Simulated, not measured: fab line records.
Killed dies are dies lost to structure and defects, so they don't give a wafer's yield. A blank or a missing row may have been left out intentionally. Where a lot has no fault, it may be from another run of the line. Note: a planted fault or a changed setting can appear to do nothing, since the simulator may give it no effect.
Which tool was responsible?    flow n5Finfet    7 lots with 20 wafers sampled at 3 steps, on a route of 1938 steps

== WHAT EACH GAUGE READ, for each wafer ==
N5_BEOL_M5_CD_MEAS_28: target cd 30.6 nm, target cd y 20 nm.
lot   measured      on        cdNm (nm)
L119  day 9 12:55   cdSem-01  - -
L122  day 10 06:59  cdSem-02  - - -
L127  day 11 07:56  cdSem-02  30.61 31.05 30.70
L128  day 11 15:23  cdSem-01  30.67 31.04 30.70
L133  day 12 09:41  cdSem-01  30.88 30.39 30.53
L134  day 12 23:53  cdSem-03  30.79 31.00 30.56
L139  day 14 11:01  cdSem-02  30.54 30.55 30.66

== EACH LOT AND THE TOOL THAT RAN IT (in order: tool; ch and the chambers of the sampled wafers; start) ==
lot   N5_BEOL_M5_ETCH_72                 N5_BEOL_M5_DEVELOP_27
L119  rieDiel-05 ch 0,2, day 9 11:38     lithoTrack-04, day 9 12:51
L122  rieDiel-03 ch 0,2, day 10 04:21    lithoTrack-04, day 10 06:56
L127  rieDiel-05 ch 2,3, day 11 06:05    lithoTrack-03 ch 0, day 11 07:53
L128  rieDiel-03 ch 2,3, day 11 14:38    lithoTrack-04 ch 0, day 11 15:19
L133  rieDiel-03 ch 1,2,3, day 12 06:10  lithoTrack-04 ch 0, day 12 09:37
L134  rieDiel-03 ch 0,1,3, day 12 23:01  lithoTrack-04 ch 0, day 12 23:50
L139  rieDiel-02 ch 0,2,3, day 14 09:21  lithoTrack-05 ch 0, day 14 10:57
- N5_BEOL_M5_ETCH_72: etches underlayer in N2/H2, target depth 6.5 nm, time 5.2 s.
- N5_BEOL_M5_DEVELOP_27: develop time 30 s.

== THE ANSWER, worked out from the rows above alone ==
Rule: usual is defined by the lots themselves. The widest of any qualifying gaps counts: lots, ordered by their means at a reading, are off when they make up no more than a third of the lots, leave a main group of 4 or more, and stand apart from it by 3 or more times the standard deviation of that group's means. A main group is skipped when, at the precision printed for the reading in the tables above, its means are all equal. Also off: a lot with no number at a reading for which 4 or more lots have one. Where the step has rows for the other lots, those lots are counted as sound.
Off: L119, L122 (N5_BEOL_M5_CD_MEAS_28, cdNm). Without a number there: L119, L122. The main group: mean 30.71 nm, standard deviation 0.098.
A tool fits if, at a process step before that reading, it ran every lot that is off, and no sound lot after the first of them. The gauges at N5_BEOL_M5_CD_MEAS_28 are tried like those tools. Not one of the candidates tried fits.

== WHAT THE SIMULATOR HAD INSERTED ==
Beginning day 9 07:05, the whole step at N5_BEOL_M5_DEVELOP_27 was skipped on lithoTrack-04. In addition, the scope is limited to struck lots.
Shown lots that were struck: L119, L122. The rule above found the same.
